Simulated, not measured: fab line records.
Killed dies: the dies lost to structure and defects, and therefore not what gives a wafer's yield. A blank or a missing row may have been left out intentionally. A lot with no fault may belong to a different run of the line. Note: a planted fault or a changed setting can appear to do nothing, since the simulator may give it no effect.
fab line records    flow n5_finfet
record: lots: 7  wafers: 39
route steps=1938 shown BEOL_M13@1696 MIM_TOP_ETCH@1851
start_h: start of the lot's first displayed wafer, in hours after the record's first day    wait_h: time in hours since the lot's previous step    " as in the row above    L1.1+2: one row covering several wafers at once    - no value, or no start given    * or withheld: withheld    < > ~ a bound
route shown NAME@n: a module of which the file shows steps, and the number in the route of the first    usual: mean/standard deviation taken from wafers without a fault    same: alike in all rows    chamber/n: place in a boat    sites: the reading at each site    _std_site: the standard deviation of these    _edge_site: the outer-site mean with the inner-site mean subtracted    radius_mm: how far each site lies from the wafer's centre    mask NAME#n: copy n    behind: the most recent tool/chamber to have shaped the wafer    hold: why the lot went on hold/how many hours it stayed there/how the hold came to an end    device: the transistor (n, p or np) that didn't switch    end of line: at the end of the route, the tests of the same wafers    a step with no rows: only its recipe    killed: not the wafer's yield, but the dies lost to structure and defects at the first sort    map: a wafer's dies, marking killed ones x, the rest . and places with no die _
set.NAME: the setting the step ran with; set.NAME@STEP: the setting that earlier step ran with    model.NAME: the simulator's own value behind a step, which no gauge read
lots where settings were altered on purpose, with a table for each step and a row for each wafer
== steps ==
step: N5_BEOL_M13_TRENCH_ETCH_34
recipe: chemistry: C4F8/O2/Ar  target: SiOC  target_depth_a: 4134.7  mask_material: SOC  pressure_mtorr: 30  source_w: 3000  bias_w: 700  Ar_flow_sccm: 400  C4F8_flow_sccm: 15  O2_flow_sccm: 8  he_inner_torr: 15  he_outer_torr: 30  time_s: 162.6  ion_energy_ev: 250
lot.wafer  tool         chamber  start_h  wait_h  set.time_s  model.etch.depth_nm
L077.1     rie_diel-03  3        252.92   0.0     162.6       403.5
L077.3     "            0        "        "       162.6       412.9
L077.5     "            0        "        "       162.6       412.4
L080.1     rie_diel-05  0        280.94   0.0     162.6       423.7
L080.2     "            3        "        "       106.2       272.2
L080.3     "            3        "        "       106.2       273.1
L080.4     "            0        "        "       106.2       274.4
L080.5     "            3        "        "       162.6       415.5
L080.6     "            0        "        "       162.6       421.5
L083.1     rie_diel-02  0        293.30   0.0     162.6       416.8
L083.2     "            2        "        "       102.9       262.8
L083.3     "            1        "        "       102.9       266.4
L083.4     "            1        "        "       162.6       421.7
L083.5     "            0        "        "       102.9       261.9
L083.6     "            2        "        "       162.6       412.8
L087.1     rie_diel-02  0        313.36   0.0     162.6       419.6
L087.2     "            2        "        "       162.6       414.5
L087.3     "            1        "        "       162.6       421
L087.4     "            3        "        "       162.6       409.7
L087.5     "            3        "        "       162.6       410.6
L087.6     "            0        "        "       162.6       416.1
L090.1     rie_diel-02  0        345.90   0.0     255.5       648.3
L090.2     "            2        "        "       255.5       646.9
L090.3     "            1        "        "       162.6       421.1
L090.4     "            3        "        "       162.6       408
L090.5     "            1        "        "       255.5       658.9
L090.6     "            2        "        "       162.6       412.1
L092.1     rie_diel-03  2        353.91   0.0     91.58       234.3
L092.2     "            1        "        "       91.58       228.6
L092.3+5   "            0,1      "        "       162.6       408.3
L092.4     "            0        "        "       91.58       231.6
L092.6     "            2        "        "       162.6       414
L096.1     rie_diel-03  2        369.58   0.0     162.6       414.3
L096.2     "            0        "        "       191.8       483.8
L096.3     "            3        "        "       191.8       493.8
L096.4     "            1        "        "       162.6       408.9
L096.5     "            0        "        "       162.6       416.2
L096.6     "            3        "        "       191.8       491.3
step: N5_BEOL_M13_STRIP_70
recipe: chemistry: C4F8/O2/Ar  resist: SiARC  rf_frequency_hz: 6e+07
step: N5_BEOL_M13_OCD_MEAS_35
usual: trench_depth_nm: 414/6.1
lot.wafer  tool    chamber  start_h  wait_h  set.time_s@BEOL_M13_TRENCH_ETCH_34  trench_depth_nm
L077.1     ocd-01  -        253.10   0.0     162.6                               404
L077.3     "       -        "        "       162.6                               413
L077.5     "       -        "        "       162.6                               413
L080.1     ocd-01  -        281.19   0.0     162.6                               424
L080.2     "       -        "        "       106.2                               272
L080.3     "       -        "        "       106.2                               273
L080.4     "       -        "        "       106.2                               274
L080.5     "       -        "        "       162.6                               415
L080.6     "       -        "        "       162.6                               422
L083.1     ocd-02  -        293.47   0.0     162.6                               416
L083.2     "       -        "        "       102.9                               263
L083.3     "       -        "        "       102.9                               267
L083.4     "       -        "        "       162.6                               422
L083.5     "       -        "        "       102.9                               262
L083.6     "       -        "        "       162.6                               413
L087.1     ocd-02  -        313.53   0.0     162.6                               419
L087.2     "       -        "        "       162.6                               414
L087.3     "       -        "        "       162.6                               421
L087.4     "       -        "        "       162.6                               410
L087.5     "       -        "        "       162.6                               411
L087.6     "       -        "        "       162.6                               416
L090.1     ocd-01  -        346.07   0.0     255.5                               648
L090.2     "       -        "        "       255.5                               647
L090.3     "       -        "        "       162.6                               421
L090.4     "       -        "        "       162.6                               408
L090.5     "       -        "        "       255.5                               659
L090.6     "       -        "        "       162.6                               412
L092.1     ocd-02  -        354.09   0.0     91.58                               234
L092.2     "       -        "        "       91.58                               -
L092.3     "       -        "        "       162.6                               409
L092.4     "       -        "        "       91.58                               232
L092.5     "       -        "        "       162.6                               -
L092.6     "       -        "        "       162.6                               -
L096.1     ocd-01  -        369.75   0.0     162.6                               415
L096.2     "       -        "        "       191.8                               483
L096.3     "       -        "        "       191.8                               494
L096.4     "       -        "        "       162.6                               409
L096.5     "       -        "        "       162.6                               417
L096.6     "       -        "        "       191.8                               491
step: N5_BEOL_M13_STRIP_37
recipe: chemistry: N2/H2  power_w: 1000  temp_c: 250  h2_frac: 0.65  overash_fraction: 0.3  pressure_mtorr: withheld  n2_flow_sccm: 1750  h2_flow_sccm: 3250
step: N5_BEOL_M13_ETCH_38
recipe: chemistry: CF4/N2  target: SiCN  target_depth_a: 675  taper_deg: 2  time_s: 71.9  ion_energy_ev: 150  mask_material: SiO2  pressure_mtorr: 40  source_w: 430  bias_w: 70  Ar_flow_sccm: 100  cf4_flow_sccm: 60  n2_flow_sccm: 60
step: N5_BEOL_M13_ECD_47
recipe: material: Cu  target_thk_a: 9360
step: N5_BEOL_M13_ANNEAL_48
recipe: temp_c: 225  time_s: 90  ambient: N2
step: N5_BEOL_M13_CMP_49
recipe: stop_on: SiOC  t_overpolish_s: 17.1  down_force_psi: 1  platen_rpm: 50  clearing_platen_down_force_psi: 1.5  clearing_platen_rpm: 50  post_cmp_clean: cu_alkaline  target_thk_nm: 420  clearing_platen_pad_velocity_m_s: 0.99484  pad_velocity_m_s: 0.99484
lot.wafer  tool    chamber  start_h  wait_h  set.time_s@BEOL_M13_TRENCH_ETCH_34  model.Cu_of_BEOL_M13_ECD_47.thk_nm
L077.1     cmp-01  0        258.07   0.3     162.6                               409.6
L077.3     "       2        "        "       162.6                               419.4
L077.5     "       1        "        "       162.6                               417.6
L080.3     cmp-01  1        282.33   0.2     106.2                               279
L080.2     "       2        "        "       106.2                               276.8
L080.4     "       3        "        "       106.2                               279.4
L080.1     "       0        "        "       162.6                               429.8
L080.5     "       1        "        "       162.6                               421
L080.6     "       2        "        "       162.6                               428
L083.3     cmp-01  3        298.14   0.2     102.9                               272.8
L083.1     "       0        "        "       162.6                               423.4
L083.4     "       1        "        "       162.6                               429
L083.2+5   "       2,3      "        "       102.9                               268.2
L083.6     "       0        "        "       162.6                               419.4
L087.2     cmp-01  3        316.41   0.2     162.6                               419
L087.1     "       0        "        "       162.6                               425.6
L087.3     "       1        "        "       162.6                               427
L087.4     "       2        "        "       162.6                               416.2
L087.5     "       3        "        "       162.6                               416.8
L087.6     "       0        "        "       162.6                               422.2
L090.3     cmp-04  0        350.36   0.2     162.6                               429.2
L090.1     "       1        "        "       255.5                               655.6
L090.4     "       2        "        "       162.6                               414.6
L090.2     "       3        "        "       255.5                               655
L090.6     "       0        "        "       162.6                               420.6
L090.5     "       1        "        "       255.5                               665.8
L092.1     cmp-01  3        356.01   0.3     91.58                               241
L092.3     "       0        "        "       162.6                               416.8
L092.2     "       1        "        "       91.58                               236.8
L092.4     "       2        "        "       91.58                               239.8
L092.6     "       3        "        "       162.6                               420.6
L092.5     "       0        "        "       162.6                               417
L096.3     cmp-04  1        371.33   0.2     191.8                               499.6
L096.4     "       2        "        "       162.6                               415.8
L096.2     "       3        "        "       191.8                               490.2
L096.1     "       0        "        "       162.6                               420.8
L096.5     "       1        "        "       162.6                               423
L096.6     "       2        "        "       191.8                               497.4
step: N5_BEOL_M13_THK_MEAS_50
recipe: thk_meas_gauge: xrf  reads: Cu_of_BEOL_M13_ECD_47
usual: M13_THK: 433/7.4
lot.wafer  tool           chamber  start_h  wait_h  set.time_s@BEOL_M13_TRENCH_ETCH_34  M13_THK[nm]
L077.1     film_metro-01  -        258.37   -       162.6                               419
L077.3     "              -        "        "       162.6                               432
L077.5     "              -        "        "       162.6                               427
L080.1     film_metro-01  -        282.63   -       162.6                               443
L080.2     "              -        "        "       106.2                               284
L080.3     "              -        "        "       106.2                               287
L080.4     "              -        "        "       106.2                               287
L080.5     "              -        "        "       162.6                               433
L080.6     "              -        "        "       162.6                               442
L083.1     film_metro-01  -        298.43   -       162.6                               438
L083.2     "              -        "        "       102.9                               277
L083.3     "              -        "        "       102.9                               282
L083.4     "              -        "        "       162.6                               446
L083.5     "              -        "        "       102.9                               276
L083.6     "              -        "        "       162.6                               435
L087.1     film_metro-01  -        316.71   -       162.6                               438
L087.2     "              -        "        "       162.6                               429
L087.3     "              -        "        "       162.6                               435
L087.4     "              -        "        "       162.6                               427
L087.5     "              -        "        "       162.6                               426
L087.6     "              -        "        "       162.6                               432
L090.1     film_metro-01  -        350.65   -       255.5                               677
L090.2     "              -        "        "       255.5                               673
L090.3     "              -        "        "       162.6                               437
L090.4     "              -        "        "       162.6                               424
L090.5     "              -        "        "       255.5                               682
L090.6     "              -        "        "       162.6                               429
L092.1     film_metro-02  -        356.30   -       91.58                               247
L092.2     "              -        "        "       91.58                               -
L092.3     "              -        "        "       162.6                               433
L092.4     "              -        "        "       91.58                               247
L092.5     "              -        "        "       162.6                               -
L092.6     "              -        "        "       162.6                               -
L096.1     film_metro-02  -        371.63   -       162.6                               430
L096.2     "              -        "        "       191.8                               502
L096.3     "              -        "        "       191.8                               512
L096.4     "              -        "        "       162.6                               425
L096.5     "              -        "        "       162.6                               433
L096.6     "              -        "        "       191.8                               508
step: N5_BEOL_M13_PRE_CLEAN_52
recipe: gas: NH3  time_s: 15  temp_c: withheld  rf_power_w: 300
step: N5_BEOL_M13_DEP_53
recipe: material: SiCN  target_thk_a: 500  temp_c: withheld  precursor: 3MS/NH3  pressure_torr: 3  rf_w: 675  time_s: 17.8
step: N5_BEOL_M13_RS_MEAS_54
recipe: thk_meas_gauge: four-point-probe  reads: Cu_of_BEOL_M13_ECD_47+Ta_of_BEOL_M13_SPUTTER_44+TaN_of_BEOL_M13_SPUTTER_43
usual: M13_RS: 0.0448/0.00069
lot.wafer  tool           chamber  start_h  wait_h  set.time_s@BEOL_M13_TRENCH_ETCH_34  M13_RS[ohm/sq]
L077.1     film_metro-02  -        258.50   0.0     162.6                               0.0461
L077.3     "              -        "        "       162.6                               0.0450
L077.5     "              -        "        "       162.6                               0.0451
L080.1     film_metro-02  -        282.76   0.0     162.6                               0.0439
L080.2     "              -        "        "       106.2                               0.0694
L080.3     "              -        "        "       106.2                               0.0687
L080.4     "              -        "        "       106.2                               0.0688
L080.5     "              -        "        "       162.6                               0.0448
L080.6     "              -        "        "       162.6                               0.0441
L083.1     film_metro-02  -        298.56   0.0     162.6                               0.0445
L083.2     "              -        "        "       102.9                               0.0715
L083.3     "              -        "        "       102.9                               0.0705
L083.4     "              -        "        "       162.6                               0.0439
L083.5     "              -        "        "       102.9                               0.0716
L083.6     "              -        "        "       162.6                               0.0449
L087.1     film_metro-02  -        316.84   0.0     162.6                               0.0443
L087.2     "              -        "        "       162.6                               0.0450
L087.3     "              -        "        "       162.6                               0.0441
L087.4     "              -        "        "       162.6                               0.0453
L087.5     "              -        "        "       162.6                               0.0452
L087.6     "              -        "        "       162.6                               0.0446
L090.1     film_metro-01  -        350.78   0.0     255.5                               0.0285
L090.2     "              -        "        "       255.5                               0.0285
L090.3     "              -        "        "       162.6                               0.0441
L090.4     "              -        "        "       162.6                               0.0457
L090.5     "              -        "        "       255.5                               0.0280
L090.6     "              -        "        "       162.6                               0.0449
L092.1     film_metro-02  -        356.43   0.0     91.58                               0.0804
L092.2     "              -        "        "       91.58                               -
L092.3     "              -        "        "       162.6                               0.0453
L092.4     "              -        "        "       91.58                               0.0807
L092.5     "              -        "        "       162.6                               -
L092.6     "              -        "        "       162.6                               -
L096.1     film_metro-01  -        371.76   0.0     162.6                               0.0449
L096.2     "              -        "        "       191.8                               0.0383
L096.3     "              -        "        "       191.8                               0.0376
L096.4     "              -        "        "       162.6                               0.0455
L096.5     "              -        "        "       162.6                               0.0447
L096.6     "              -        "        "       191.8                               0.0378
step: N5_MIM_TOP_ETCH_ETCH_00
recipe: chemistry: Cl2/BCl3  target: TiN  target_depth_a: 385  ion_energy_ev: 150  pressure_mtorr: 10  icp_w: 1000  bias_w: 126  Cl2_flow_sccm: 53.25  bcl3_flow_sccm: 21.75  Ar_flow_sccm: 25
lot.wafer  tool          chamber  start_h  wait_h  set.target_depth_a  model.MIM_TOP_ETCH.feature_depth_nm  model.etch.depth_nm
L077.1     rie_metal-01  1        273.61   0.1     385                 38.6                                 38.55
L077.3     "             1        "        "       385                 38.4                                 38.41
L077.5     "             0        "        "       385                 38.4                                 38.39
L080.1     rie_metal-01  0        297.76   0.1     267.3               27.2                                 27.28
L080.2+5   "             1,0      "        "       267.3               27                                   27.02
L080.3     "             1        "        "       385                 39.2                                 39.1
L080.4     "             0        "        "       385                 39.2                                 39.11
L080.6     "             1        "        "       385                 38.8                                 38.86
L083.1     rie_metal-02  0        315.46   0.1     155.8               15.8                                 15.76
L083.2     "             1        "        "       385                 38.6                                 38.7
L083.3     "             1        "        "       385                 38.8                                 38.7
L083.4     "             0        "        "       385                 39                                   38.97
L083.5     "             0        "        "       155.8               15.8                                 15.73
L083.6     "             1        "        "       155.8               15.6                                 15.66
L087.1     rie_metal-02  0        334.04   0.1     385                 39                                   38.95
L087.2     "             1        "        "       251.7               25.2                                 25.26
L087.3     "             0        "        "       385                 39                                   38.91
L087.4     "             1        "        "       251.7               25.4                                 25.34
L087.5     "             1        "        "       251.7               25.6                                 25.55
L087.6     "             0        "        "       385                 38.8                                 38.75
L090.1     rie_metal-01  1        368.68   0.1     564.2               56.8                                 56.8
L090.2     "             0        "        "       385                 39                                   38.96
L090.3     "             0        "        "       564.2               57                                   57
L090.4     "             1        "        "       385                 38.6                                 38.61
L090.5     "             1        "        "       564.2               56.8                                 56.73
L090.6     "             0        "        "       385                 39.2                                 39.15
L092.1     rie_metal-02  0        372.14   0.1     205.5               20.6                                 20.67
L092.2     "             1        "        "       385                 38.6                                 38.5
L092.3     "             0        "        "       205.5               20.4                                 20.45
L092.4     "             1        "        "       385                 38.6                                 38.7
L092.5     "             0        "        "       385                 39                                   38.93
L092.6     "             1        "        "       205.5               20.6                                 20.53
L096.1     rie_metal-02  1        390.32   0.1     385                 39                                   39.03
L096.2     "             0        "        "       538.7               54.4                                 54.39
L096.3     "             1        "        "       385                 39.2                                 39.29
L096.4     "             0        "        "       385                 39.2                                 39.13
L096.5     "             1        "        "       538.7               54.4                                 54.38
L096.6     "             0        "        "       538.7               54.6                                 54.59
== key ==
split: step: N5_BEOL_M13_TRENCH_ETCH_34  setting: time_s  stated: 162.6  by: wafer
response: step: N5_BEOL_M13_TRENCH_ETCH_34  reading: model.etch.depth_nm  change: +4.16  per: 1%  r: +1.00
response: step: N5_BEOL_M13_OCD_MEAS_35  reading: trench_depth_nm  change: +4.16  per: 1%  r: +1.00
response: step: N5_BEOL_M13_CMP_49  reading: model.Cu_of_BEOL_M13_ECD_47.thk_nm  change: +4.17  per: 1%  r: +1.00
response: step: N5_BEOL_M13_THK_MEAS_50  reading: M13_THK  change: +4.35  per: 1%  r: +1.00
response: step: N5_BEOL_M13_RS_MEAS_54  reading: M13_RS  change: -0.000515  per: 1%  r: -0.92
split: step: N5_MIM_TOP_ETCH_ETCH_00  setting: target_depth_a  stated: 385  by: wafer
response: step: N5_MIM_TOP_ETCH_ETCH_00  reading: model.MIM_TOP_ETCH.feature_depth_nm  change: +0.388  per: 1%  r: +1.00
response: step: N5_MIM_TOP_ETCH_ETCH_00  reading: model.etch.depth_nm  change: +0.387  per: 1%  r: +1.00
